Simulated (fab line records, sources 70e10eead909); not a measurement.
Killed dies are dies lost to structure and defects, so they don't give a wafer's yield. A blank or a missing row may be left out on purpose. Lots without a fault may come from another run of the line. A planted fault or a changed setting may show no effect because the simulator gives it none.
fab line records | flow nand_harc
record lots=24 wafers=72 last_day=33
route steps=1302 shown A_STAIRCASE@789
lots that met no fault: from a run of the same line without faults
start_h: hours from the record's first day to the start of the lot's first wafer shown | wait_h: hours since the lot's step before | " the same as in the row above | L1.1+2: a row that stands for several wafers | - no value, or no start given | * or withheld: withheld | < > ~ a bound
route shown NAME@n: a module of which the file shows steps, and the number in the route of the first | usual: mean/standard deviation of fault-free wafers | same: alike in all rows | chamber/n: place in a boat | sites: the reading at each site | _std_site: their standard deviation | _edge_site: outer sites' mean less inner sites' | radius_mm: how far each site lies from the wafer's centre | mask NAME#n: copy n | behind: the tool/chamber that last shaped the wafer | hold: why the lot was held/for how many hours/how that ended | device: the transistor (n, p or np) that didn't switch | end of line: the same wafers' tests at the end of the route | a step without rows: its recipe alone | killed: dies lost to structure and defects at the first sort, not the wafer's yield | map: a wafer's dies, x killed, . not, _ none there
set.NAME: the setting as run; set.NAME@STEP: as run at that earlier step | model.NAME: the simulator's own value behind a step, which no gauge read
steps of the route over a sample of lots; a table a step, a row a wafer
services: from which hour (start_h, from the record's first day; less than 0 if before it) a tool's chamber was out of use, for how many hours, and why
## steps
# step NHARC_A_STAIRCASE_ETCH_273
# recipe target_depth_a=1.02e+05 time_s=2468.6 ion_energy_ev=800 c4f8_flow_sccm=80 o2_flow_sccm=60 ar_flow_sccm=withheld rf_w=600 bias_w=3000 chemistry=C4F8/O2/Ar
# usual oes_product_au=0.938/0.012 rf_vpp_V=1831/12
# columns lot.wafer tool chamber start_h wait_h oes_product_au rf_hours_counter_h rf_vpp_V
L074.3 rie_diel-13 2 - - 0.927 6 1817
L074.1 " 1 " " 0.937 5 1848
L074.5 " 3 " " 0.927 - 1846
L075.3 rie_diel-01 1 - - 0.940 58 1834
L075.2 " 2 " " 0.953 56 1821
L075.4 " 3 " " 0.947 57 1831
L076.1 rie_diel-13 2 - - 0.936 19 1816
L076.3 " 0 " " 0.939 14 1841
L076.4 " 1 " " 0.939 15 1846
L077.2 rie_diel-04 0 - - 0.929 12 1829
L077.5 " 2 " " 0.940 - 1819
L077.6 " 3 " " 0.938 - 1845
L078.1 rie_diel-04 0 - - 0.918 14 1830
L078.3 " 1 " " 0.935 15 1817
L078.2 " 2 " " 0.952 16 1819
L079.1 rie_diel-01 0 - - 0.967 12 1842
L079.4 " 1 " " 0.937 10 1833
L079.6 " 2 " " 0.925 - 1822
L080.1 rie_diel-13 3 - - 0.932 28 1847
L080.4 " 1 " " 0.937 23 1845
L080.6 " 2 " " 0.928 - 1816
L081.1 rie_diel-01 0 - - 0.931 20 1843
L081.2 " 3 " " 0.927 22 1831
L081.5 " 1 " " 0.930 - 1834
L082.2 rie_diel-13 0 - - 0.934 33 1840
L082.3 " 2 " " 0.912 36 1817
L082.6 " 0 " " 0.927 - 1840
L083.3 rie_diel-01 3 - - 0.934 28 1829
L083.4 " 0 " " 0.938 27 1842
L083.5 " 3 " " 0.939 - 1829
L084.1 rie_diel-13 2 - - 0.919 43 1816
L084.4 " 0 " " 0.954 42 1841
L084.2 " 1 " " 0.944 38 1846
L085.1 rie_diel-04 2 - - 0.945 37 1819
L085.2 " 0 " " 0.913 35 1829
L085.6 " 2 " " 0.947 - 1817
L086.1 rie_diel-04 1 - - 0.945 40 1815
L086.2 " 0 " " 0.910 37 1828
L086.5 " 1 " " 0.951 - 1816
L088.1 rie_diel-13 0 - - 0.919 50 1841
L088.3 " 2 " " 0.928 54 1817
L088.2 " 3 " " 0.923 56 1846
L087.3 rie_diel-13 2 - - 0.942 55 1816
L087.5 " 2 " " 0.951 - 1814
L087.6 " 3 " " 0.949 - 1845
L090.2 rie_diel-01 0 - - 0.950 44 1841
L090.1 " 2 " " 0.937 44 1821
L090.5 " 1 " " 0.944 - 1832
L089.1 rie_diel-01 3 - - 0.930 50 1829
L089.6 " 2 " " 0.929 - 1819
L089.4 " 1 " " 0.921 - 1832
L091.2 rie_diel-13 0 - - 0.933 9 1840
L091.5 " 1 " " 0.926 - 1846
L091.6 " 2 " " 0.935 - 1816
L092.1 rie_diel-04 2 - - 0.952 2 1818
L092.3 " 1 " " 0.955 2 1814
L092.6 " 2 " " 0.952 - 1817
L094.1 rie_diel-04 1 - - 0.952 6 1812
L094.5 " 3 " " 0.958 - 1844
L094.6 " 0 " " 0.954 - 1828
L093.4 rie_diel-04 1 - - 0.941 7 1815
L093.3 " 2 " " 0.947 8 1818
L093.5 " 1 " " 0.939 - 1815
L095.3 rie_diel-04 2 - - 0.957 13 1816
L095.2 " 3 " " 0.955 13 1842
L095.1 " 1 " " 0.937 12 1815
L096.3 rie_diel-04 1 - - 0.937 16 1814
L096.4 " 2 " " 0.941 17 1815
L096.6 " 0 " " 0.945 - 1826
L097.1 rie_diel-01 1 - - 0.929 12 1830
L097.4 " 3 " " 0.921 12 1828
L097.5 " 2 " " 0.929 - 1818
# step NHARC_A_STAIRCASE_STRIP_295
# recipe o2_flow_sccm=500 ar_flow_sccm=0 bias_w=0 chemistry=O2
# usual drypump_motor_current_A=5.8/0.45 oes_product_au=1.003/0.011 rf_vpp_V=57.8/0.82 showerhead_plenum_p_Torr=3.58/0.15 throttle_valve_pct=17.038/0.0082
# columns lot.wafer tool chamber start_h wait_h drypump_motor_current_A oes_product_au rf_hours_counter_h rf_vpp_V showerhead_plenum_p_Torr throttle_valve_pct
L074.1 rie_diel-04 3 - - 6.2 1.002 4 58.2 3.77 17.035
L074.3 " 2 " " 5.6 1.013 5 57.3 3.42 17.042
L074.5 " 0 " " 5.5 1.004 - 57.0 3.57 17.038
L075.4 rie_diel-04 3 - - 6.2 1.005 7 59.4 3.77 17.047
L075.2 " 0 " " 5.5 0.998 5 58.1 3.56 17.031
L075.3 " 2 " " 5.5 0.998 8 58.0 3.42 17.038
L076.4 rie_diel-13 3 - - 5.9 0.992 21 58.5 3.80 17.038
L076.1 " 0 " " 5.9 1.005 16 58.2 3.73 17.032
L076.3 " 1 " " 6.5 1.000 17 58.6 3.80 17.041
L077.2 rie_diel-01 2 - - 6.5 0.994 5 56.4 3.46 17.032
L077.6 " 1 " " 5.7 1.002 - 58.0 3.62 17.035
L077.5 " 2 " " 6.6 0.999 - 57.6 3.46 17.045
L078.1 rie_diel-04 0 - - 5.5 0.986 17 57.9 3.56 17.033
L078.2 " 1 " " 6.1 1.009 18 58.1 3.38 17.030
L078.3 " 3 " " 6.2 1.007 18 59.6 3.76 17.037
L079.4 rie_diel-04 3 - - 6.2 1.004 22 57.0 3.76 17.037
L079.1 " 1 " " 6.1 1.021 24 56.0 3.38 17.038
L079.6 " 3 " " 6.2 1.001 - 58.2 3.76 17.047
L080.1 rie_diel-01 2 - - 6.6 1.000 13 57.3 3.46 17.043
L080.4 " 3 " " 5.4 1.002 15 56.5 3.58 17.034
L080.6 " 1 " " 5.7 0.997 - 58.8 3.61 17.032
L081.1 rie_diel-01 3 - - 5.3 0.993 24 57.0 3.57 17.035
L081.2 " 0 " " 5.1 1.015 23 57.8 3.73 17.038
L081.5 " 3 " " 5.3 1.007 - 58.6 3.57 17.044
L082.2 rie_diel-04 3 - - 6.2 1.002 32 59.7 3.76 17.058
L082.3 " 1 " " 6.1 1.016 31 56.9 3.37 17.033
L082.6 " 2 " " 5.6 1.010 - 58.4 3.41 17.053
L083.4 rie_diel-01 2 - - 6.5 1.007 29 57.5 3.45 17.035
L083.3 " 0 " " 5.1 1.013 30 57.5 3.73 17.032
L083.5 " 2 " " 6.5 0.996 - 57.7 3.45 17.032
L085.1 rie_diel-01 1 - - 5.7 1.004 28 58.1 3.60 17.040
L085.2 " 3 " " 5.3 1.021 33 58.5 3.57 17.048
L085.6 " 1 " " 5.7 1.006 - 56.8 3.60 17.039
L084.4 rie_diel-13 0 - - 6.0 1.007 47 58.0 3.72 17.043
L084.2 " 1 " " 6.6 0.997 44 59.2 3.78 17.026
L084.1 " 3 " " 5.9 1.004 53 58.9 3.78 17.028
L086.1 rie_diel-04 1 - - 6.1 1.026 42 55.7 3.37 17.045
L086.2 " 3 " " 6.2 1.018 41 58.3 3.75 17.038
L086.5 " 0 " " 5.6 0.992 - 59.3 3.54 17.047
L088.3 rie_diel-01 1 - - 5.7 1.012 38 58.3 3.60 17.041
L088.1 " 3 " " 5.3 1.013 41 56.3 3.56 17.038
L088.2 " 0 " " 5.1 1.019 40 58.0 3.72 17.033
L087.3 rie_diel-01 3 - - 5.3 1.011 42 58.5 3.56 17.031
L087.6 " 3 " " 5.3 1.012 - 58.7 3.56 17.037
L087.5 " 0 " " 5.1 1.015 - 58.9 3.72 17.044
L090.2 rie_diel-13 3 - - 5.9 1.000 5 58.6 3.77 17.038
L090.1 " 2 " " 5.4 0.977 5 57.4 3.37 17.035
L090.5 " 0 " " 5.9 0.989 - 58.3 3.71 17.044
L089.4 rie_diel-01 3 - - 5.3 1.022 54 57.1 3.55 17.032
L089.1 " 1 " " 5.7 1.005 51 58.0 3.59 17.031
L089.6 " 3 " " 5.3 1.022 - 57.1 3.55 17.031
L091.2 rie_diel-13 0 - - 5.9 0.999 12 58.6 3.70 17.025
L091.6 " 2 " " 5.4 0.990 - 57.4 3.37 17.036
L091.5 " 3 " " 5.9 1.001 - 59.5 3.77 17.027
L092.3 rie_diel-04 3 - - 6.2 1.022 6 56.8 3.74 17.025
L092.1 " 0 " " 5.5 1.004 5 57.5 3.53 17.037
L092.6 " 2 " " 5.6 1.010 - 57.7 3.39 17.049
L094.1 rie_diel-04 1 - - 6.1 0.999 11 57.3 3.35 17.030
L094.6 " 2 " " 5.6 1.026 - 57.6 3.39 17.047
L094.5 " 3 " " 6.2 1.008 - 58.0 3.74 17.051
L093.3 rie_diel-01 2 - - 6.5 1.011 7 56.6 3.43 17.047
L093.4 " 3 " " 5.4 0.998 5 58.3 3.55 17.039
L093.5 " 1 " " 5.7 0.987 - 56.4 3.59 17.037
L095.2 rie_diel-04 0 - - 5.5 1.003 15 58.4 3.53 17.047
L095.1 " 1 " " 6.1 1.009 15 57.7 3.35 17.027
L095.3 " 2 " " 5.6 1.011 16 57.0 3.39 17.038
L096.4 rie_diel-01 0 - - 5.1 0.988 11 58.8 3.71 17.025
L096.3 " 1 " " 5.7 0.991 15 58.7 3.58 17.050
L096.6 " 2 " " 6.6 1.001 - 57.2 3.42 17.025
L097.4 rie_diel-13 2 - - 5.4 0.990 31 56.8 3.36 17.027
L097.1 " 0 " " 5.9 1.006 26 59.4 3.70 17.039
L097.5 " 2 " " 5.4 0.979 - 56.6 3.36 17.033
# step NHARC_A_STAIRCASE_DEP_325
# recipe target_thk_a=72000 temp_c=400 target_thk_nm=7200 teos_flow_sccm=200 rf_w=500 material=SiO2
# usual heater_power_w=634/94
# columns lot.wafer tool chamber start_h wait_h heater_power_w
L074.3 pecvd-04 1 413.57 0.1 564
L074.1 " 2 " " 595
L074.5 " 0 " " 532
L075.2 pecvd-02 0 428.28 0.1 806
L075.3 " 2 " " 573
L075.4 " 2 " " 493
L076.3 pecvd-02 1 440.96 0.2 758
L076.1 " 2 " " 549
L076.4 " 0 " " 703
L078.2 pecvd-02 0 455.16 0.4 781
L078.1 " 1 " " 750
L078.3 " 2 " " 540
L077.2 pecvd-01 2 455.25 0.5 684
L077.5 " 1 " " 645
L077.6 " 2 " " 622
L080.1 pecvd-01 1 470.47 0.2 724
L080.4 " 1 " " 649
L080.6 " 2 " " 610
L079.1 pecvd-02 0 470.52 0.3 780
L079.4 " 2 " " 484
L079.6 " 0 " " 662
L082.2 pecvd-02 0 501.63 0.3 794
L082.3 " 2 " " 585
L082.6 " 2 " " 498
L081.2 pecvd-04 1 501.78 0.4 515
L081.1 " 2 " " 616
L081.5 " 2 " " 534
L085.1 pecvd-04 1 519.38 0.1 563
L085.2 " 2 " " 570
L085.6 " 0 " " 533
L084.2 pecvd-02 0 519.40 0.1 692
L084.1 " 2 " " 512
L084.4 " 0 " " 672
L083.3 pecvd-01 0 519.47 0.2 801
L083.4 " 2 " " 631
L083.5 " 0 " " 658
L086.2 pecvd-02 0 530.62 0.1 833
L086.1 " 2 " " 561
L086.5 " 1 " " 598
L088.2 pecvd-01 0 550.00 0.1 734
L088.1 " 1 " " 652
L088.3 " 2 " " 795
L087.3 pecvd-01 0 560.68 0.3 699
L087.6 " 2 " " 650
L087.5 " 0 " " 651
L090.2 pecvd-02 2 577.63 0.1 578
L090.1 " 0 " " 809
L090.5 " 2 " " 488
L089.1 pecvd-02 1 585.00 0.3 714
L089.6 " 0 " " 679
L089.4 " 1 " " 592
L091.2 pecvd-01 0 599.53 0.1 791
L091.5 " 0 " " 647
L091.6 " 1 " " 644
L092.1 pecvd-04 0 599.66 0.2 582
L092.3 " 2 " " 628
L092.6 " 2 " " 535
L093.3 pecvd-04 1 618.03 0.1 542
L093.4 " 1 " " 464
L093.5 " 0 " " 540
L094.1 pecvd-01 1 618.03 0.1 797
L094.6 " 1 " " 645
L094.5 " 2 " " 633
L095.2 pecvd-04 1 628.75 0.1 574
L095.1 " 2 " " 650
L095.3 " 0 " " 587
L097.1 pecvd-02 0 637.82 0.1 868
L097.4 " 0 " " 714
L097.5 " 2 " " 520
L096.3 pecvd-01 1 637.91 0.2 746
L096.4 " 0 " " 653
L096.6 " 1 " " 657
# step NHARC_A_STAIRCASE_CMP_152
# usual motor_current_A=12.2/1.1 pad_life_wafers=195/120
# columns lot.wafer tool chamber start_h wait_h motor_current_A pad_life_wafers
L074.3 cmp-02 0 426.84 0.1 15.2 396
L074.1 " 1 " " 11.5 397
L074.5 " 0 " " 14.6 -
L075.2 cmp-03 0 444.39 0.1 12.1 354
L075.4 " 1 " " 12.4 355
L075.3 " 2 " " 12.6 356
L076.3 cmp-01 2 454.24 0.1 12.6 265
L076.4 " 3 " " 12.7 266
L076.1 " 0 " " 12.5 267
L077.2 cmp-02 3 469.90 0.1 10.4 171
L077.5 " 0 " " 13.7 -
L077.6 " 1 " " 12.3 -
L078.2 cmp-03 2 469.93 0.1 12.1 48
L078.1 " 3 " " 13.0 49
L078.3 " 1 " " 11.8 51
L079.1 cmp-03 3 485.39 0.1 11.9 128
L079.4 " 0 " " 12.1 129
L079.6 " 2 " " 12.3 -
L080.4 cmp-02 2 485.56 0.1 10.6 253
L080.1 " 3 " " 11.2 254
L080.6 " 1 " " 12.4 -
L082.2 cmp-03 0 515.04 0.1 11.8 260
L082.3 " 1 " " 12.5 261
L082.6 " 3 " " 12.2 -
L081.1 cmp-03 0 517.91 0.1 12.5 270
L081.2 " 3 " " 13.3 273
L081.5 " 1 " " 12.4 -
L085.1 cmp-01 1 536.07 0.1 11.1 180
L085.2 " 3 " " 12.3 182
L085.6 " 1 " " 11.3 -
L083.3 cmp-02 3 536.26 0.1 10.7 26
L083.4 " 0 " " 15.0 27
L083.5 " 2 " " 10.6 -
L084.4 cmp-03 2 536.40 0.1 12.4 349
L084.2 " 3 " " 12.5 350
L084.1 " 0 " " 11.9 351
L086.1 cmp-01 1 543.76 0.1 11.6 223
L086.2 " 2 " " 12.5 224
L086.5 " 0 " " 12.1 -
L088.3 cmp-03 0 569.60 0.1 12.5 60
L088.2 " 1 " " 12.5 61
L088.1 " 2 " " 12.6 62
L087.3 cmp-03 0 580.94 0.1 12.0 114
L087.5 " 0 " " 11.9 -
L087.6 " 1 " " 12.3 -
L090.2 cmp-01 0 593.87 0.1 11.4 50
L090.1 " 1 " " 11.3 51
L090.5 " 3 " " 13.1 -
L089.1 cmp-01 0 598.64 0.1 12.4 72
L089.4 " 2 " " 11.8 74
L089.6 " 0 " " 12.2 -
L091.2 cmp-02 3 616.27 0.1 10.3 350
L091.5 " 1 " " 12.0 -
L091.6 " 2 " " 10.5 -
L092.3 cmp-01 0 617.45 0.1 12.1 151
L092.1 " 2 " " 12.6 153
L092.6 " 0 " " 12.0 -
L093.4 cmp-02 2 633.60 0.1 11.3 24
L093.3 " 0 " " 14.9 26
L093.5 " 3 " " 10.8 -
L094.1 cmp-01 2 633.88 0.1 12.2 264
L094.5 " 2 " " 12.4 -
L094.6 " 3 " " 12.3 -
L095.2 cmp-03 1 642.65 0.1 12.6 390
L095.1 " 3 " " 12.8 392
L095.3 " 0 " " 11.9 393
L097.4 cmp-02 0 652.82 0.1 14.5 120
L097.1 " 2 " " 11.0 122
L097.5 " 0 " " 15.6 -
L096.3 cmp-02 1 653.66 0.1 11.9 138
L096.4 " 0 " " 15.6 141
L096.6 " 1 " " 12.4 -
# step NHARC_A_STAIRCASE_ETCHBACK_157
# recipe target_depth_a=900 over_etch_frac=0.3 time_s=167.14 ion_energy_ev=120 ch3f_flow_sccm=50 o2_flow_sccm=30 ar_flow_sccm=200 rf_w=500 bias_w=100 chemistry=CH3F/O2
# usual drypump_motor_current_A=5.8/0.44 oes_product_au=0.96/0.03 rf_vpp_V=244.9/1.8 showerhead_plenum_p_Torr=2.50/0.11 throttle_valve_pct=20.663/0.0082
# columns lot.wafer tool chamber start_h wait_h drypump_motor_current_A oes_product_au rf_hours_counter_h rf_vpp_V showerhead_plenum_p_Torr throttle_valve_pct
L074.1 rie_diel-13 3 427.68 0.2 5.8 0.92 30 246.5 2.65 20.666
L074.3 " 1 " " 6.5 0.91 24 246.5 2.65 20.668
L074.5 " 3 " " 5.9 0.92 - 248.0 2.65 20.659
L075.3 rie_diel-04 3 445.21 0.2 6.2 1.00 27 246.8 2.62 20.657
L075.2 " 0 " " 5.5 0.97 26 245.0 2.48 20.665
L075.4 " 2 " " 5.6 1.01 28 243.1 2.37 20.666
L076.3 rie_diel-04 2 455.05 0.1 5.6 0.95 29 244.8 2.37 20.676
L076.4 " 3 " " 6.2 0.94 28 246.3 2.62 20.667
L076.1 " 0 " " 5.5 0.93 28 243.2 2.47 20.670
L077.2 rie_diel-04 2 470.74 0.2 5.6 0.96 36 243.0 2.37 20.659
L077.5 " 3 " " 6.2 0.95 - 245.4 2.62 20.668
L077.6 " 0 " " 5.5 0.92 - 245.9 2.47 20.663
L078.2 rie_diel-13 1 470.78 0.2 6.5 0.95 37 246.2 2.65 20.657
L078.1 " 2 " " 5.4 0.93 43 242.3 2.35 20.664
L078.3 " 3 " " 5.8 0.96 47 248.0 2.64 20.668
L079.1 rie_diel-13 1 486.20 0.1 6.5 0.95 44 248.3 2.64 20.649
L079.4 " 3 " " 5.9 0.94 53 247.2 2.64 20.673
L079.6 " 1 " " 6.5 0.96 - 247.6 2.64 20.668
L080.4 rie_diel-01 3 486.38 0.2 5.3 0.95 33 244.5 2.49 20.655
L080.1 " 0 " " 5.1 0.96 31 247.7 2.60 20.670
L080.6 " 3 " " 5.3 0.96 - 246.3 2.49 20.664
L082.3 rie_diel-13 2 515.88 0.2 5.4 0.93 57 243.4 2.35 20.659
L082.2 " 3 " " 5.8 0.96 60 246.2 2.64 20.691
L082.6 " 0 " " 5.9 0.95 - 247.4 2.59 20.677
L081.1 rie_diel-01 3 518.75 0.2 5.3 0.94 42 243.8 2.48 20.663
L081.2 " 0 " " 5.1 0.94 41 245.5 2.60 20.666
L081.5 " 3 " " 5.3 0.93 - 245.0 2.48 20.658
L085.2 rie_diel-13 2 536.90 0.1 5.4 1.00 5 243.3 2.35 20.655
L085.1 " 3 " " 5.9 1.01 5 248.1 2.63 20.666
L085.6 " 3 " " 5.9 1.01 - 246.3 2.63 20.673
L083.4 rie_diel-01 0 537.17 0.2 5.1 0.97 47 246.6 2.59 20.660
L083.3 " 1 " " 5.7 0.99 47 244.2 2.51 20.659
L083.5 " 3 " " 5.3 1.00 - 243.8 2.48 20.666
L084.1 rie_diel-01 3 537.25 0.2 5.3 0.98 51 244.1 2.48 20.662
L084.2 " 0 " " 5.1 0.94 47 246.1 2.59 20.668
L084.4 " 2 " " 6.5 0.98 50 244.4 2.39 20.670
L086.2 rie_diel-04 0 544.62 0.2 5.5 1.00 0 244.9 2.46 20.669
L086.1 " 1 " " 6.1 1.00 0 241.5 2.34 20.645
L086.5 " 3 " " 6.2 1.02 - 245.6 2.62 20.664
L088.3 rie_diel-13 2 570.43 0.1 5.4 0.99 21 243.2 2.34 20.666
L088.1 " 3 " " 5.9 1.00 18 246.5 2.63 20.660
L088.2 " 0 " " 5.9 1.00 15 246.2 2.58 20.666
L087.3 rie_diel-04 2 581.85 0.1 5.6 1.01 12 242.0 2.36 20.662
L087.5 " 2 " " 5.5 1.02 - 244.1 2.36 20.668
L087.6 " 3 " " 6.2 1.01 - 245.0 2.61 20.672
L090.1 rie_diel-01 2 594.68 0.2 6.5 0.95 13 244.0 2.39 20.660
L090.2 " 3 " " 5.3 0.93 11 244.8 2.47 20.652
L090.5 " 1 " " 5.7 0.94 - 245.1 2.50 20.670
L089.4 rie_diel-04 1 599.48 0.1 6.1 0.91 17 241.3 2.33 20.672
L089.1 " 2 " " 5.6 0.93 18 244.3 2.36 20.666
L089.6 " 1 " " 6.1 0.92 - 242.0 2.33 20.675
L091.2 rie_diel-04 2 617.09 0.1 5.6 0.97 24 243.5 2.36 20.651
L091.6 " 1 " " 6.1 0.96 - 242.3 2.33 20.660
L091.5 " 2 " " 5.6 0.96 - 242.8 2.35 20.657
L092.3 rie_diel-13 0 618.31 0.2 5.9 0.95 30 246.7 2.58 20.645
L092.1 " 1 " " 6.5 0.94 30 246.6 2.63 20.665
L092.6 " 0 " " 5.9 0.96 - 245.9 2.58 20.666
L093.4 rie_diel-01 0 634.41 0.2 5.1 0.95 21 245.4 2.58 20.655
L093.3 " 3 " " 5.3 0.97 26 244.1 2.47 20.671
L093.5 " 0 " " 5.1 0.95 - 245.6 2.58 20.669
L094.1 rie_diel-04 2 634.75 0.2 5.5 0.95 28 241.0 2.35 20.651
L094.6 " 3 " " 6.2 0.95 - 246.4 2.61 20.656
L094.5 " 0 " " 5.5 0.96 - 244.3 2.45 20.670
L095.1 rie_diel-04 2 643.47 0.1 5.6 0.93 31 242.4 2.35 20.660
L095.2 " 0 " " 5.5 0.93 30 245.0 2.45 20.668
L095.3 " 1 " " 6.1 0.92 26 241.6 2.33 20.662
L097.1 rie_diel-01 0 653.70 0.1 5.1 0.94 24 246.4 2.58 20.663
L097.5 " 2 " " 6.6 0.96 - 244.6 2.38 20.661
L097.4 " 1 " " 5.7 0.95 - 244.5 2.49 20.659
L096.4 rie_diel-01 3 654.53 0.2 5.3 0.95 33 245.4 2.46 20.675
L096.3 " 0 " " 5.1 0.94 24 245.5 2.58 20.666
L096.6 " 3 " " 5.3 0.96 - 244.1 2.46 20.654
# step NHARC_A_STAIRCASE_CMP_472
# recipe material=SiO2
# usual motor_current_A=12.1/1.2 pad_life_wafers=201/120
# columns lot.wafer tool chamber start_h wait_h motor_current_A pad_life_wafers
L074.1 cmp-03 2 428.25 0.3 12.7 277
L074.3 " 0 " " 11.7 279
L074.5 " 1 " " 13.0 -
L075.2 cmp-01 1 445.76 0.2 11.1 210
L075.4 " 2 " " 12.3 211
L075.3 " 0 " " 12.1 213
L076.1 cmp-02 2 456.20 0.2 11.0 91
L076.4 " 3 " " 10.8 92
L076.3 " 0 " " 15.1 93
L077.2 cmp-02 2 471.28 0.2 10.5 176
L077.6 " 0 " " 14.5 -
L077.5 " 1 " " 12.0 -
L078.2 cmp-01 3 471.32 0.2 12.3 348
L078.3 " 1 " " 10.8 350
L078.1 " 2 " " 12.1 351
L079.1 cmp-03 1 486.78 0.3 12.6 134
L079.4 " 2 " " 12.2 135
L079.6 " 3 " " 12.6 -
L080.4 cmp-02 2 486.98 0.2 10.8 260
L080.1 " 3 " " 10.5 261
L080.6 " 1 " " 11.9 -
L082.3 cmp-02 1 516.39 0.2 11.7 360
L082.2 " 3 " " 10.8 362
L082.6 " 2 " " 10.7 -
L081.1 cmp-03 1 519.32 0.3 11.8 277
L081.2 " 3 " " 13.6 279
L081.5 " 0 " " 12.2 -
L085.1 cmp-01 2 537.47 0.2 12.3 192
L085.2 " 0 " " 12.5 194
L085.6 " 3 " " 13.1 -
L083.3 cmp-02 1 537.74 0.2 11.6 36
L083.4 " 3 " " 11.2 38
L083.5 " 1 " " 11.7 -
L084.2 cmp-01 0 537.83 0.3 12.2 199
L084.4 " 1 " " 11.4 200
L084.1 " 2 " " 12.5 201
L086.2 cmp-02 1 545.13 0.2 11.6 66
L086.1 " 2 " " 11.6 67
L086.5 " 1 " " 11.8 -
L088.3 cmp-03 3 571.07 0.2 12.9 66
L088.1 " 1 " " 11.9 68
L088.2 " 2 " " 12.4 69
L087.3 cmp-01 1 582.43 0.2 11.2 1
L087.6 " 0 " " 12.1 -
L087.5 " 1 " " 11.3 -
L090.1 cmp-03 3 595.29 0.2 13.0 168
L090.2 " 0 " " 12.0 169
L090.5 " 0 " " 11.9 -
L089.4 cmp-02 0 600.40 0.2 15.3 265
L089.1 " 1 " " 11.9 266
L089.6 " 3 " " 10.2 -
L091.2 cmp-03 2 617.78 0.3 12.6 267
L091.6 " 3 " " 13.0 -
L091.5 " 0 " " 12.8 -
L092.3 cmp-02 3 618.90 0.3 10.1 367
L092.1 " 1 " " 11.6 369
L092.6 " 2 " " 10.1 -
L093.3 cmp-02 0 634.97 0.2 15.5 42
L093.4 " 1 " " 11.4 43
L093.5 " 0 " " 14.3 -
L094.1 cmp-02 0 635.30 0.3 14.7 50
L094.6 " 2 " " 10.4 -
L094.5 " 3 " " 10.7 -
L095.2 cmp-03 1 644.14 0.3 12.3 409
L095.3 " 2 " " 11.8 410
L095.1 " 3 " " 12.8 411
L097.4 cmp-01 3 654.36 0.2 12.0 396
L097.1 " 1 " " 10.5 398
L097.5 " 0 " " 11.7 -
L096.3 cmp-02 2 655.06 0.2 10.8 156
L096.4 " 1 " " 12.3 159
L096.6 " 3 " " 10.6 -
## services
# columns tool chamber start_h hours kind
rie_diel-01 0 343.32 14.5 repair
cmp-02 - 345.13 4.5 repair
rie_diel-04 - 354.90 9.0 pm
rie_diel-01 - 382.24 9.0 pm
cmp-02 - 428.74 4.0 pm
rie_diel-04 - 448.83 3.5 repair
cmp-02 - 449.00 1.9 repair
rie_diel-04 3 482.35 7.4 repair
cmp-02 - 489.98 1.3 repair
rie_diel-04 3 500.76 14.2 repair
rie_diel-04 2 501.11 10.8 repair
cmp-02 - 507.00 2.1 repair
cmp-02 - 525.59 0.8 repair
cmp-02 - 526.74 4.0 pm
rie_diel-04 - 533.65 9.0 pm
rie_diel-13 3 543.83 9.8 repair
rie_diel-01 - 559.24 9.0 pm
cmp-02 - 561.00 10.7 repair
cmp-02 - 593.57 0.4 repair
rie_diel-04 1 610.10 5.0 repair
rie_diel-13 2 615.96 3.5 repair
rie_diel-01 1 618.38 3.1 repair
rie_diel-01 0 644.13 5.0 repair
rie_diel-01 - 644.34 1.1 repair
## key
fault none
